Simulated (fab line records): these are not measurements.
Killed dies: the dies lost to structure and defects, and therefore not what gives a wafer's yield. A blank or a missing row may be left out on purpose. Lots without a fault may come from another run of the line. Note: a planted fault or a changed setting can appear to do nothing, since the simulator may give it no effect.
Chamber matching | flow nand harc | NHARC_P_M2_ETCH_15 on rie diel-10: 4 sister chambers
The step etches the open film in C4F8/Ar, target depth 182.5 nm, time 91.2 s. 8 wafers are shown with their chamber, then 8 later ones without.

## WAFERS PAIRED WITH THEIR CHAMBERS
wafer  | chamber | rf vpp V (V) | chamber pressure mTorr (mTorr)
L516.4 | 0       | 440.5        | 24.980
L517.1 | 3       | 441.2        | 24.995
L517.2 | 2       | 439.7        | 24.981
L517.6 | 2       | 441.4        | 24.982
L518.1 | 0       | 439.7        | 25.023
L518.4 | 3       | 439.9        | 25.017
L518.6 | 1       | 439.7        | 25.008
L520.1 | 1       | 438.7        | 25.013

## WAFERS MISSING THEIR CHAMBER
wafer  | rf vpp V (V) | chamber pressure mTorr (mTorr)
L520.4 | 439.1        | 24.976
L520.5 | 438.7        | 24.999
L532.3 | 437.8        | 25.020
L532.5 | 438.9        | 25.001
L532.6 | 439.9        | 25.001
L535.4 | 438.0        | 24.962
L535.5 | 439.4        | 24.991
L535.6 | 440.6        | 25.028

## WHICH CHAMBER EACH ONE RAN IN
wafer  | from the rows above               | in truth
L520.4 | can't be placed: 2 or 0 or 1 or 3 | 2
L520.5 | can't be placed: 1 or 0 or 3 or 2 | 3
L532.3 | can't be placed: 1 or 0 or 3      | 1
L532.5 | can't be placed: 1 or 0 or 3 or 2 | 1
L532.6 | can't be placed: 0 or 3 or 1 or 2 | 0
L535.4 | can't be placed: 2 or 1 or 0 or 3 | 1
L535.5 | can't be placed: 0 or 1 or 2 or 3 | 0
L535.6 | can't be placed: 3 or 0 or 1 or 2 | 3
Correctly placed: 0 of 8. Cannot be placed on the basis of these rows: 8; the candidates contain the true chamber in 8. 0 placed wrongly.
How it was worked out, from the rows above alone: a wafer's distance from a chamber is the root of the sum, over the readings, of the square of ((its reading less the chamber's mean) divided by the reading's scatter). The wafer belongs to the nearest chamber; if the next one is less than 2 further off, it can't be placed. For every chamber, the mean is computed from those of its wafers that are shown. The scatter: take each reading less its chamber's mean, square it, sum over the shown wafers, divide by the number of wafers less the number of chambers, and take the root.
